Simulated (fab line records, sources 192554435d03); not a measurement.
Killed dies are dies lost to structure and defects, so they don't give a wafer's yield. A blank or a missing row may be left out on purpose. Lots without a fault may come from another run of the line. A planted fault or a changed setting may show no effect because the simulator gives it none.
fab line records | flow n5_finfet
record lots=10 wafers=30 last_day=20
route steps=1938 shown SD_ACTIVATION@331 ILD0@339 SDB@347 BEOL_M4@1111 PASSIVATION@1936
lots that met no fault: from a run of the same line without faults
start_h: hours from the record's first day to the start of the lot's first wafer shown | wait_h: hours since the lot's step before | " the same as in the row above | L1.1+2: a row that stands for several wafers | - no value, or no start given | * or withheld: withheld | < > ~ a bound
route shown NAME@n: a module of which the file shows steps, and the number in the route of the first | usual: mean/standard deviation of fault-free wafers | same: alike in all rows | chamber/n: place in a boat | sites: the reading at each site | _std_site: their standard deviation | _edge_site: outer sites' mean less inner sites' | radius_mm: how far each site lies from the wafer's centre | mask NAME#n: copy n | behind: the tool/chamber that last shaped the wafer | hold: why the lot was held/for how many hours/how that ended | device: the transistor (n, p or np) that didn't switch | end of line: the same wafers' tests at the end of the route | a step without rows: its recipe alone | killed: dies lost to structure and defects at the first sort, not the wafer's yield | map: a wafer's dies, x killed, . not, _ none there
set.NAME: the setting as run; set.NAME@STEP: as run at that earlier step | model.NAME: the simulator's own value behind a step, which no gauge read
steps of the route over a sample of lots; a table a step, a row a wafer
services: from which hour (start_h, from the record's first day; less than 0 if before it) a tool's chamber was out of use, for how many hours, and why
## steps
# step N5_SD_ACTIVATION_LSA_01
# recipe temp_c=1080 time_s=0.0008 ambient=N2
# usual wafer_temp_C_max=1084.3/1.5
# columns lot.wafer tool chamber start_h wait_h wafer_temp_C_max
L893.2 laser_anneal-01 0 72.73 0.3 1084.9
L893.3 " 0 " " 1082.4
L893.5 " 0 " " 1084.4
L894.1 laser_anneal-02 0 77.93 0.3 1086.2
L894.4 " 0 " " 1085.4
L894.5 " 0 " " 1088.6
L896.4 laser_anneal-02 0 89.63 0.2 1085.3
L896.5 " 0 " " 1086.4
L896.6 " 0 " " 1090.0
L897.2 laser_anneal-01 0 99.01 0.2 1084.1
L897.3 " 0 " " 1083.8
L897.6 " 0 " " 1084.0
L899.1 laser_anneal-01 0 107.23 0.2 1083.6
L899.5 " 0 " " 1083.0
L899.6 " 0 " " 1083.5
L900.1 laser_anneal-02 0 114.20 0.2 1088.3
L900.4 " 0 " " 1086.0
L900.6 " 0 " " 1085.5
L901.2 laser_anneal-01 0 119.65 0.2 1083.6
L901.3 " 0 " " 1084.4
L901.5 " 0 " " 1084.1
L910.2 laser_anneal-01 0 175.42 0.2 1083.1
L910.3 " 0 " " 1085.6
L910.4 " 0 " " 1082.5
L913.2 laser_anneal-01 0 192.35 0.2 1084.0
L913.4 " 0 " " 1083.5
L913.6 " 0 " " 1082.7
L914.1 laser_anneal-01 0 215.02 15.3 1083.9
L914.2 " 0 " " 1084.7
L914.5 " 0 " " 1083.8
# step N5_ILD0_THK_MEAS_04
# usual thk_nm=197.3/0.96
# columns lot.wafer tool chamber start_h wait_h thk_nm
L893.2 film_metro-01 - 76.50 - 196.8
L893.3 " - " " 196.8
L893.5 " - " " 197.7
L894.1 film_metro-02 - 81.53 - 195.3
L894.4 " - " " 197.7
L894.5 " - " " 197.8
L896.4 film_metro-02 - 93.23 - 198.0
L896.5 " - " " 198.2
L896.6 " - " " 198.0
L897.2 film_metro-01 - 102.50 - 196.3
L897.3 " - " " 197.1
L897.6 " - " " 197.1
L899.1 film_metro-02 - 110.88 - 196.2
L899.5 " - " " 196.5
L899.6 " - " " 197.2
L900.1 film_metro-02 - 117.42 - 198.2
L900.4 " - " " 198.5
L900.6 " - " " 198.3
L901.2 film_metro-01 - 122.93 - 197.2
L901.3 " - " " 195.7
L901.5 " - " " 197.0
L910.2 film_metro-01 - 178.63 - 198.0
L910.3 " - " " 196.4
L910.4 " - " " 198.5
L913.2 film_metro-02 - 195.68 - 195.2
L913.4 " - " " 196.5
L913.6 " - " " 196.1
L914.1 film_metro-02 - 219.07 - 197.9
L914.2 " - " " 197.8
L914.5 " - " " 198.1
# step N5_ILD0_ALD_15
# recipe material=SiNx target_thk_a=240 temp_c=400 ald_precursor_family=SiH2I2 ald_co_reactant=N2/H2-plasma pulse_time_s=1 ald_cycles=480 purge_time_s=2 co_reactant_purge_time_s=2 pressure_torr=2
# usual heater_power_w=863/100 precursor_pulse_height_rel=1.002/0.018
# columns lot.wafer tool chamber start_h wait_h heater_power_w precursor_pulse_height_rel
L893.2 ald_sin-01 2 77.76 0.6 1045 0.994
L893.3 " 3 " " 947 0.976
L893.5 " 3 78.85 1.3 921 0.993
L894.1 ald_sin-01 0 82.57 0.6 803 1.005
L894.4 " 2 " " 1060 0.978
L894.5 " 3 83.66 1.2 902 1.034
L896.4 ald_sin-01 0 95.76 1.7 826 0.992
L896.5 " 3 " " 932 1.009
L896.6 " 1 " " 752 0.993
L897.2 ald_sin-04 3 103.54 0.5 903 1.001
L897.3 " 2 " " 882 1.022
L897.6 " 3 104.62 1.1 905 0.995
L899.1 ald_sin-04 1 111.92 0.6 912 1.000
L899.5 " 0 113.01 1.2 715 0.997
L899.6 " 1 " " 885 1.005
L900.1 ald_sin-01 3 118.46 0.6 941 0.988
L900.4 " 3 119.55 1.3 915 1.012
L900.6 " 1 " " 754 0.997
L901.2 ald_sin-01 0 123.97 0.5 817 0.975
L901.3 " 1 " " 745 0.979
L901.5 " 1 125.06 1.2 739 0.984
L910.2 ald_sin-03 3 179.67 0.5 795 1.003
L910.3 " 0 " " 796 1.015
L910.4 " 2 " " 939 1.019
L913.2 ald_sin-03 1 196.72 0.5 779 0.980
L913.4 " 2 " " 988 1.009
L913.6 " 0 197.80 1.1 820 1.015
L914.1 ald_sin-03 1 220.17 0.6 793 0.985
L914.2 " 0 " " 818 0.971
L914.5 " 1 221.26 1.3 771 1.008
# step N5_SDB_HM_DEP_00
# recipe material=SiNx target_thk_a=400 temp_c=400 precursor=SiH4/NH3/N2 pressure_torr=1.5 rf_w=300 time_s=35.3
# usual chamber_pressure_Torr=1.500/0.0033 heater_power_outer_w=440/57 heater_power_w=733/60 showerhead_plenum_p_Torr=5.14/0.047 showerhead_vpp_V=1062/49 throttle_valve_pct=40.1/2.7
# columns lot.wafer tool chamber start_h wait_h chamber_pressure_Torr heater_power_outer_w heater_power_w showerhead_plenum_p_Torr showerhead_vpp_V throttle_valve_pct
L893.2 pecvd-01 2 80.32 0.0 1.500 405 652 5.20 1104 37.3
L893.3 " 1 " " 1.501 374 729 5.10 1026 45.8
L893.5 " 0 " " 1.510 447 732 5.11 1088 39.9
L894.1 pecvd-04 2 85.13 0.0 1.497 525 823 5.10 936 40.5
L894.4 " 1 " " 1.501 398 654 5.14 1108 37.6
L894.5 " 2 " " 1.494 557 820 5.09 925 40.4
L896.4 pecvd-02 2 97.26 0.1 1.497 419 707 5.12 1074 38.6
L896.5 " 0 " " 1.496 497 760 5.19 1013 39.0
L896.6 " 1 " " 1.499 476 743 5.12 1090 38.8
L897.2 pecvd-01 2 106.10 0.0 1.500 386 647 5.19 1112 37.3
L897.3 " 0 " " 1.498 446 764 5.12 1065 40.2
L897.6 " 0 " " 1.499 464 741 5.12 1070 40.0
L899.1 pecvd-04 2 114.48 0.0 - - - - - -
L899.5 " 0 " " - - - - - -
L899.6 " 1 " " - - - - - -
L900.1 pecvd-04 2 121.03 0.0 - - - - - -
L900.4 " 2 " " - - - - - -
L900.6 " 0 " " - - - - - -
L901.2 pecvd-01 1 126.53 0.0 - - - - - -
L901.3 " 2 " " - - - - - -
L901.5 " 2 " " - - - - - -
L910.2 pecvd-04 0 182.23 0.0 1.501 372 694 5.22 1092 41.1
L910.3 " 1 " " 1.498 422 700 5.14 1095 37.8
L910.4 " 0 " " 1.498 388 693 5.18 1091 40.8
L913.2 pecvd-01 2 199.28 0.0 1.501 412 660 5.21 1099 37.7
L913.4 " 2 " " 1.497 407 678 5.20 1110 37.5
L913.6 " 1 " " 1.500 430 788 5.09 1061 45.6
L914.1 pecvd-01 1 222.78 0.0 1.498 348 701 5.10 1030 45.7
L914.2 " 0 " " 1.496 422 697 5.12 1069 40.8
L914.5 " 0 " " 1.497 441 715 5.11 1087 40.6
# step N5_SDB_CMP_30
# recipe stop_on=poly-Si t_overpolish_s=1.54 post_cmp_clean=alkaline_brush down_force_psi=4.1491 platen_rpm=51.796 pad_velocity_m_s=1.0306 target_thk_nm=30
# usual motor_current_A=12.4/1.3 time_to_endpoint_s=17.7/2.1
# columns lot.wafer tool chamber start_h wait_h motor_current_A time_to_endpoint_s
L893.3 cmp-03 3 84.95 1.4 13.7 17.1
L893.2 " 1 " " 12.5 17.2
L893.5 " 3 " " 14.2 15.6
L894.1 cmp-03 0 89.38 1.4 12.1 16.6
L894.4 " 1 " " 12.1 18.0
L894.5 " 0 " " 11.9 15.4
L896.4 cmp-03 1 101.34 0.1 12.9 18.1
L896.5 " 0 " " 12.9 17.6
L896.6 " 1 " " 13.0 17.8
L897.3 cmp-04 2 110.35 1.4 11.0 18.2
L897.2 " 0 " " 9.8 17.4
L897.6 " 1 " " 13.8 15.9
L899.1 cmp-04 1 118.58 1.4 14.1 9.4
L899.5 " 0 " " 9.8 9.2
L899.6 " 1 " " 13.7 7.7
L900.4 cmp-04 2 125.34 1.4 11.2 8.6
L900.1 " 0 " " 9.4 8.9
L900.6 " 3 " " 12.1 10.3
L901.2 cmp-02 2 130.69 1.4 11.6 9.4
L901.3 " 3 " " 13.0 8.4
L901.5 " 2 " " 11.5 9.1
L910.4 cmp-02 3 186.90 1.4 12.9 21.4
L910.2 " 0 " " 11.7 17.7
L910.3 " 1 " " 13.8 15.6
L913.4 cmp-02 3 203.55 1.4 12.7 21.2
L913.2 " 1 " " 13.4 21.2
L913.6 " 0 " " 11.5 21.4
L914.2 cmp-04 1 226.72 1.4 13.0 17.6
L914.1 " 0 " " 9.7 18.7
L914.5 " 2 " " 11.7 18.1
# step N5_BEOL_M4_RC_MEAS_101
# usual DIBL_N=36.6/1.1 DIBL_P=36.8/1.6 IOFF_N=0.169/0.024 IOFF_P=0.206/0.028 ION_N=679/9.2 ION_P=462/7 SS_N=71.6/0.57 SS_P=73.3/0.57 VT_N=248.8/2.4 VT_P=-251/3
# columns lot.wafer tool chamber start_h wait_h DIBL_N[mV/V] DIBL_P[mV/V] IOFF_N[nA/um] IOFF_P[nA/um] ION_N[uA/um] ION_P[uA/um] SS_N[mV/dec] SS_P[mV/dec] VT_N[mV] VT_P[mV]
L893.2 prober-02 0 196.26 0.2 38.0 36.6 0.222 0.228 689 460 72.8 73.8 244.6 -247
L893.3 " 0 " " 35.2 33.2 0.158 0.176 684 460 71.6 72.5 246.5 -251
L893.5 " 0 " " 36.1 34.4 0.171 0.189 677 462 71.7 73.7 247.0 -251
L896.4 prober-02 0 222.92 0.5 36.6 38.2 0.165 0.221 691 468 71.3 72.3 248.0 -249
L896.5 " 0 " " 35.6 36.9 0.140 0.201 668 465 71.5 72.2 250.8 -251
L896.6 " 0 " " 38.0 39.2 0.183 0.234 683 473 72.2 73.5 250.1 -248
L894.1 prober-01 0 224.32 0.0 35.8 35.8 0.138 0.190 671 462 71.0 73.5 252.2 -252
L894.4 " 0 " " 36.5 37.8 0.158 0.219 678 464 70.8 73.9 248.2 -252
L894.5 " 0 " " 36.6 37.3 0.155 0.197 674 463 70.9 72.4 248.5 -253
L897.2 prober-01 0 233.59 0.2 37.4 38.7 0.190 0.251 677 464 71.4 73.9 244.4 -251
L897.3 " 0 " " 38.6 38.5 0.212 0.245 680 461 72.2 74.0 247.3 -246
L897.6 " 0 " " 37.8 38.2 0.190 0.239 691 466 71.9 74.2 246.7 -249
L910.2 prober-02 0 306.90 0.2 36.7 35.8 0.169 0.236 681 468 71.6 72.7 248.6 -248
L910.3 " 0 " " 35.1 34.5 0.149 0.217 677 469 71.0 73.1 249.2 -249
L910.4 " 0 " " 36.9 36.0 0.172 0.234 684 468 72.2 72.9 246.8 -248
L913.2 prober-02 0 345.26 0.2 36.8 37.4 0.157 0.196 682 465 71.2 73.6 246.8 -251
L913.4 " 0 " " 36.5 37.5 0.155 0.204 679 466 71.1 73.1 249.0 -252
L913.6 " 0 " " 36.8 36.6 0.149 0.186 683 461 71.4 73.7 248.1 -251
L914.1 prober-02 0 349.03 0.0 35.9 36.9 0.140 0.171 673 455 70.7 72.8 255.4 -252
L914.2 " 0 " " 36.3 37.3 0.143 0.179 675 460 71.4 72.9 252.2 -253
L914.5 " 0 " " 37.0 38.6 0.157 0.190 675 461 71.6 72.7 250.8 -252
# step N5_PASSIVATION_PROBE_49
# usual killed_at_M0_to_M3=36/11 killed_at_M4_up=14/5.6 killed_at_contacts=11/5.6 killed_at_front_end=40/12 killed_at_other=4/3.2 killed_dies=105/17 killed_on_rim=14/3.4 killed_open=69/12 killed_short=34/8.4
# same gross_dies=1180 killed_at_back_side=0
# columns lot.wafer tool chamber start_h wait_h killed_at_M0_to_M3 killed_at_M4_up killed_at_contacts killed_at_front_end killed_at_other killed_dies killed_on_rim killed_open killed_short
L893.2 prober-02 - 324.46 0.1 34 7 12 29 5 87 11 55 31
L893.3 prober-02 - 324.51 0.1 25 19 21 38 10 113 19 70 36
L893.5 prober-02 - 324.61 0.2 23 10 19 26 11 89 14 49 39
L897.2 prober-01 - 339.82 0.1 21 29 16 59 0 125 13 81 41
L897.3 prober-01 - 339.87 0.1 23 15 15 73 1 127 20 77 44
L897.6 prober-01 - 340.02 0.3 35 20 19 59 1 134 20 91 37
L896.4 prober-01 - 343.66 0.2 29 20 8 41 0 98 16 65 27
L896.5 prober-01 - 343.71 0.3 37 21 17 33 2 110 14 79 31
L896.6 prober-01 - 343.76 0.3 36 10 12 32 3 93 16 67 25
L894.1 prober-01 - 345.18 0.0 25 13 13 39 3 93 13 62 31
L894.4 prober-01 - 345.33 0.2 24 9 7 30 3 73 10 46 26
L894.5 prober-01 - 345.38 0.2 32 11 9 21 4 77 10 49 27
L900.1 prober-02 - 357.41 0.0 9 3 1 1166 1 1180 152 15 5
L900.4 prober-02 - 357.56 0.2 6 4 2 1166 2 1180 152 16 4
L900.6 prober-02 - 357.66 0.3 6 1 3 1170 0 1180 152 10 6
L899.1 prober-02 - 363.07 0.0 6 7 2 1164 1 1180 152 19 3
L899.5 prober-02 - 363.27 0.2 11 5 0 1163 1 1180 152 18 4
L899.6 prober-02 - 363.32 0.3 10 2 2 1166 0 1180 152 18 7
L901.2 prober-01 - 367.47 0.1 9 4 1 1166 0 1180 152 12 7
L901.3 prober-01 - 367.52 0.1 11 7 0 1161 1 1180 152 13 10
L901.5 prober-01 - 367.62 0.2 9 4 1 1164 2 1180 152 11 15
L910.2 prober-02 - 413.16 0.1 39 5 14 48 6 112 10 77 28
L910.3 prober-02 - 413.21 0.1 26 12 16 32 11 97 11 58 36
L910.4 prober-02 - 413.26 0.2 30 8 7 27 4 76 14 48 27
L913.2 prober-01 - 443.33 0.1 38 15 13 44 1 111 16 68 42
L913.4 prober-01 - 443.43 0.2 41 11 30 56 2 140 21 90 47
L913.6 prober-01 - 443.53 0.3 48 11 5 58 0 122 20 82 34
L914.1 prober-01 - 468.48 0.0 35 10 5 50 2 102 18 64 38
L914.2 prober-01 - 468.53 0.1 42 15 10 18 10 95 11 69 26
L914.5 prober-01 - 468.68 0.2 62 16 6 22 3 109 17 66 37
# killed by level:class
L893.2 STI_FIN_REVEAL:geometric_particle:open=12 BEOL_M0_SAQP:geometric_particle:short=12 MOL_CONTACT_COAG:geometric_particle:open=10 BEOL_M2:geometric_particle:open=10 BEOL_M0_SAQP:geometric_particle:open=8 STARTING-WAFER:geometric_particle:short=6 BEOL_M8:geometric_particle:open=3 STARTING-WAFER:geometric_particle:open=3
L893.3 MOL_CONTACT_COAG:geometric_particle:open=19 BEOL_M0_SAQP:geometric_particle:short=7 BEOL_M5:geometric_particle:open=7 BEOL_M0_SAQP:geometric_particle:open=6 STI_FIN_REVEAL:geometric_particle:open=5 FIN_SAQP:geometric_particle:open=4 BEOL_M2:geometric_particle:open=4 STARTING-WAFER:geometric_particle:short=4
L893.5 MOL_CONTACT_COAG:geometric_particle:open=13 BEOL_M0_SAQP:geometric_particle:short=9 FIN_SAQP:geometric_particle:short=8 MOL_CONTACT_COAG:geometric_particle:short=6 BEOL_M2:geometric_particle:open=6 GATE_CUT:geometric_particle:short=5 BEOL_M0_SAQP:geometric_particle:open=5 BEOL_M4:geometric_particle:open=4
L897.2 BEOL_M4:geometric_particle:open=21 FIN_SAQP:geometric_particle:short=15 MOL_CONTACT_COAG:geometric_particle:open=15 STI_FIN_REVEAL:geometric_particle:open=10 FIN_SAQP:geometric_particle:open=7 DUMMY_GATE:geometric_particle:open=7 BEOL_M0_SAQP:geometric_particle:short=6 BEOL_M2:geometric_particle:open=6
L897.3 STI_FIN_REVEAL:geometric_particle:open=13 FIN_SAQP:geometric_particle:open=11 MOL_CONTACT_COAG:geometric_particle:open=11 FIN_SAQP:geometric_particle:short=10 DUMMY_GATE:geometric_particle:open=9 GATE_CUT:geometric_particle:short=8 BEOL_M0_SAQP:geometric_particle:short=7 BEOL_M4:geometric_particle:open=5
L897.6 STI_FIN_REVEAL:geometric_particle:open=16 MOL_CONTACT_COAG:geometric_particle:open=15 GATE_CUT:geometric_particle:short=9 BEOL_M3:geometric_particle:open=8 BEOL_M4:geometric_particle:open=8 FIN_SAQP:geometric_particle:open=6 BEOL_M0_SAQP:geometric_particle:open=6 BEOL_M1:geometric_particle:open=6
L896.4 FIN_SAQP:geometric_particle:open=10 STI_FIN_REVEAL:geometric_particle:open=8 MOL_CONTACT_COAG:geometric_particle:open=8 BEOL_M0_SAQP:geometric_particle:open=8 BEOL_M4:geometric_particle:open=8 BEOL_M0_SAQP:geometric_particle:short=7 STARTING-WAFER:geometric_particle:short=6 HKMG_FIN:area_etch=6
L896.5 MOL_CONTACT_COAG:geometric_particle:open=14 BEOL_M1:geometric_particle:open=10 FIN_SAQP:geometric_particle:open=10 FIN_SAQP:geometric_particle:short=10 BEOL_M3:geometric_particle:open=10 BEOL_M0_SAQP:geometric_particle:open=7 BEOL_M0_SAQP:geometric_particle:short=6 BEOL_M4:geometric_particle:short=6
L896.6 FIN_SAQP:geometric_particle:open=12 MOL_CONTACT_COAG:geometric_particle:open=9 BEOL_M3:geometric_particle:open=8 BEOL_M1:geometric_particle:open=6 BEOL_M2:geometric_particle:open=6 BEOL_M0_SAQP:geometric_particle:short=5 DUMMY_GATE:geometric_particle:open=4 STARTING-WAFER:geometric_particle:open=4
L894.1 FIN_SAQP:geometric_particle:short=13 MOL_CONTACT_COAG:geometric_particle:open=12 BEOL_M0_SAQP:geometric_particle:open=8 STARTING-WAFER:geometric_particle:open=6 FIN_SAQP:geometric_particle:open=5 BEOL_M3:geometric_particle:open=5 BEOL_M2:geometric_particle:open=5 BEOL_M4:geometric_particle:open=5
L894.4 FIN_SAQP:geometric_particle:open=9 STI_FIN_REVEAL:geometric_particle:open=7 MOL_CONTACT_COAG:geometric_particle:open=7 BEOL_M0_SAQP:geometric_particle:short=5 FIN_SAQP:geometric_particle:short=4 GATE_CUT:geometric_particle:short=4 BEOL_M0_SAQP:geometric_particle:open=4 BEOL_M1:geometric_particle:open=4
L894.5 BEOL_M2:geometric_particle:open=10 MOL_CONTACT_COAG:geometric_particle:open=9 BEOL_M0_SAQP:geometric_particle:open=8 BEOL_M0_SAQP:geometric_particle:short=7 BEOL_M4:geometric_particle:open=6 FIN_SAQP:geometric_particle:short=4 FIN_SAQP:geometric_particle:open=3 BEOL_M3:geometric_particle:open=3
L900.1 SDB:lost_pattern=1154 SDB:area_dep=5 BEOL_M2:geometric_particle:open=3 FIN_SAQP:geometric_particle:open=2 STI_FIN_REVEAL:geometric_particle:open=2 BEOL_M0_SAQP:geometric_particle:open=2 BEOL_M0_SAQP:geometric_particle:short=1 ILD0:geometric_particle:open=1
L900.4 SDB:lost_pattern=1152 SDB:area_dep=7 FIN_SAQP:geometric_particle:open=2 DUMMY_GATE:geometric_particle:open=2 MOL_CONTACT_COAG:geometric_particle:open=2 BEOL_M0_SAQP:geometric_particle:short=2 BEOL_M3:geometric_particle:open=2 BEOL_M5:geometric_particle:open=2
L900.6 SDB:lost_pattern=1157 SDB:area_dep=7 DUMMY_GATE:geometric_particle:open=2 MOL_CONTACT_COAG:geometric_particle:open=2 BEOL_M0:geometric_particle:open=2 BEOL_M1:geometric_particle:short=2 FIN_SAQP:geometric_particle:short=1 FIN_SAQP:geometric_particle:open=1
L899.1 SDB:lost_pattern=1151 SDB:area_dep=7 BEOL_M4:geometric_particle:open=4 STI_FIN_REVEAL:geometric_particle:open=2 MOL_CONTACT_COAG:geometric_particle:open=2 BEOL_M0_SAQP:geometric_particle:open=2 BEOL_M6:geometric_particle:open=2 STARTING-WAFER:geometric_particle:open=2
L899.5 SDB:lost_pattern=1151 SDB:area_dep=7 BEOL_M0_SAQP:geometric_particle:open=5 BEOL_M2:geometric_particle:open=3 BEOL_M4:geometric_particle:open=3 FIN_SAQP:geometric_particle:open=2 BEOL_M1:geometric_particle:open=2 FIN_SAQP:geometric_particle:short=1
L899.6 SDB:lost_pattern=1152 STI_FIN_REVEAL:geometric_particle:open=4 FIN_SAQP:geometric_particle:open=3 BEOL_M0_SAQP:geometric_particle:short=3 BEOL_M1:geometric_particle:open=3 SDB:area_dep=3 DUMMY_GATE:geometric_particle:short=2 DUMMY_GATE:geometric_particle:open=2
L901.2 SDB:lost_pattern=1155 SDB:area_dep=6 BEOL_M3:geometric_particle:open=3 FIN_SAQP:geometric_particle:open=2 GATE_CUT:geometric_particle:short=2 BEOL_M0:geometric_particle:open=2 BEOL_M3:geometric_particle:short=2 DUMMY_GATE:geometric_particle:short=1
L901.3 SDB:lost_pattern=1150 SDB:area_dep=5 FIN_SAQP:geometric_particle:short=4 BEOL_M3:geometric_particle:open=4 BEOL_M3:geometric_particle:short=2 BEOL_M4:geometric_particle:open=2 BEOL_M11:geometric_particle:open=2 BEOL_M14:coat_microbubble_printed=2
L901.5 SDB:lost_pattern=1153 FIN_SAQP:geometric_particle:short=6 FIN_SAQP:geometric_particle:open=3 BEOL_M0_SAQP:geometric_particle:open=3 BEOL_M4:geometric_particle:short=2 BEOL_M4:geometric_particle:open=2 MOL_CONTACT_COAG:geometric_particle:short=1 BEOL_M0_SAQP:geometric_particle:short=1
L910.2 STI_FIN_REVEAL:geometric_particle:open=13 MOL_CONTACT_COAG:geometric_particle:open=12 BEOL_M1:geometric_particle:open=11 BEOL_M0_SAQP:geometric_particle:short=9 DUMMY_GATE:geometric_particle:open=7 BEOL_M0_SAQP:geometric_particle:open=7 GATE_CUT:geometric_particle:open=5 GATE_CUT:geometric_particle:short=4
L910.3 MOL_CONTACT_COAG:geometric_particle:open=11 FIN_SAQP:geometric_particle:open=7 GATE_CUT:geometric_particle:short=6 BEOL_M0_SAQP:geometric_particle:open=6 BEOL_M0_SAQP:geometric_particle:short=5 BEOL_M2:geometric_particle:open=5 BEOL_M4:geometric_particle:open=5 MIM_TOP:geometric_particle:short=5
L910.4 BEOL_M1:geometric_particle:open=9 FIN_SAQP:geometric_particle:open=6 BEOL_M0_SAQP:geometric_particle:short=6 GATE_CUT:geometric_particle:open=4 MOL_CONTACT_COAG:geometric_particle:open=4 BEOL_M0_SAQP:geometric_particle:open=4 STI_FIN_REVEAL:geometric_particle:open=3 MOL_CONTACT_COAG:geometric_particle:short=3
L913.2 BEOL_M0_SAQP:geometric_particle:short=17 STI_FIN_REVEAL:geometric_particle:open=14 MOL_CONTACT_COAG:geometric_particle:open=11 BEOL_M4:geometric_particle:open=8 FIN_SAQP:geometric_particle:open=7 BEOL_M2:geometric_particle:open=7 FIN_SAQP:geometric_particle:short=6 STI_FIN_REVEAL:geometric_particle:short=5
L913.4 MOL_CONTACT_COAG:geometric_particle:open=27 FIN_SAQP:geometric_particle:short=14 FIN_SAQP:geometric_particle:open=12 STI_FIN_REVEAL:geometric_particle:open=11 BEOL_M0_SAQP:geometric_particle:short=7 BEOL_M1:geometric_particle:open=7 BEOL_M3:geometric_particle:open=6 BEOL_M4:geometric_particle:open=6
L913.6 FIN_SAQP:geometric_particle:open=21 FIN_SAQP:geometric_particle:short=14 BEOL_M0_SAQP:geometric_particle:open=14 BEOL_M0_SAQP:geometric_particle:short=9 STI_FIN_REVEAL:geometric_particle:open=7 BEOL_M1:geometric_particle:open=7 BEOL_M0:geometric_particle:open=6 BEOL_M2:geometric_particle:open=6
L914.1 FIN_SAQP:geometric_particle:open=13 BEOL_M2:geometric_particle:open=10 FIN_SAQP:geometric_particle:short=8 BEOL_M0_SAQP:geometric_particle:short=7 STI_FIN_REVEAL:geometric_particle:open=6 BEOL_M1:geometric_particle:open=6 BEOL_M3:geometric_particle:open=5 GATE_CUT:geometric_particle:short=5
L914.2 BEOL_M2:geometric_particle:open=10 BEOL_M0_SAQP:geometric_particle:open=8 MOL_CONTACT_COAG:geometric_particle:open=7 BEOL_M0_SAQP:geometric_particle:short=7 BEOL_M1:geometric_particle:open=6 BEOL_M3:geometric_particle:open=6 BEOL_M4:geometric_particle:open=6 MIM_TOP_ETCH:geometric_particle:short=4
L914.5 BEOL_M3:geometric_particle:open=14 BEOL_M2:geometric_particle:open=13 BEOL_M0_SAQP:geometric_particle:short=8 BEOL_M0_SAQP:geometric_particle:open=7 BEOL_M1:geometric_particle:open=7 BEOL_M4:geometric_particle:open=7 FIN_SAQP:geometric_particle:open=5 BEOL_M2:geometric_particle:short=5
## services
# columns tool chamber start_h hours kind
cmp-03 - 61.25 1.5 repair
cmp-02 - 68.29 0.6 repair
laser_anneal-01 - 79.02 0.5 repair
ald_sin-03 - 79.71 2.8 pm
ald_sin-03 - 85.81 14.0 pm
pecvd-01 2 87.25 2.8 repair
ald_sin-01 2 93.51 33.4 repair
pecvd-02 - 100.63 55.4 repair
ald_sin-03 - 104.73 6.1 pm
laser_anneal-01 - 106.03 0.5 repair
pecvd-01 2 110.55 7.9 repair
ald_sin-03 1 127.01 11.4 repair
cmp-03 - 129.74 1.4 repair
ald_sin-01 0 131.12 7.1 repair
laser_anneal-02 - 135.75 82.3 pm
cmp-04 - 139.07 3.9 pm
cmp-04 - 148.99 0.9 repair
pecvd-01 1 155.91 5.5 scheduled_down
cmp-02 - 167.59 0.3 repair
cmp-03 - 188.76 1.9 repair
pecvd-02 - 190.02 14.6 pm
pecvd-02 0 215.90 2.2 repair
cmp-04 - 216.84 2.2 repair
laser_anneal-01 - 223.32 14.9 pm
## key
first_sign step=N5_SDB_HM_DEP_00 reading=tool_record direction=missing
effect step=N5_SDB_CMP_30 reading=time_to_endpoint_s direction=down sigmas=4.2 usual=* struck=*
effect step=N5_PASSIVATION_PROBE_49 reading=killed_at_front_end direction=up sigmas=94 usual=40 struck=1165
met_at N5_SDB_HM_DEP_00
struck_lots L899,L900,L901
later_rows_left_out L899.1,L899.5,L899.6,L900.1,L900.4,L900.6,L901.2,L901.3,L901.5
tester_left_out L899,L900,L901
not_acting_at N5_SD_ACTIVATION_LSA_01,N5_ILD0_THK_MEAS_04,N5_ILD0_ALD_15
onset_between 106.10 114.48
fault kind=skipped_step_whole tool=pecvd-01,pecvd-04 chamber=- onset_h=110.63 steps=N5_SDB_HM_DEP_00 scope=struck_lots_only
# tester_left_out: of these lots the tester's yield and bins aren't shown, on N5 and GAA mostly nor the transistor test; their killed dies are dies lost to structure and defects alone, not to doping, threshold or leakage, so they don't give the yield
# later_rows_left_out: the simulator's readings of these wafers behind a module that went badly wrong aren't trusted and aren't shown, but for the sort
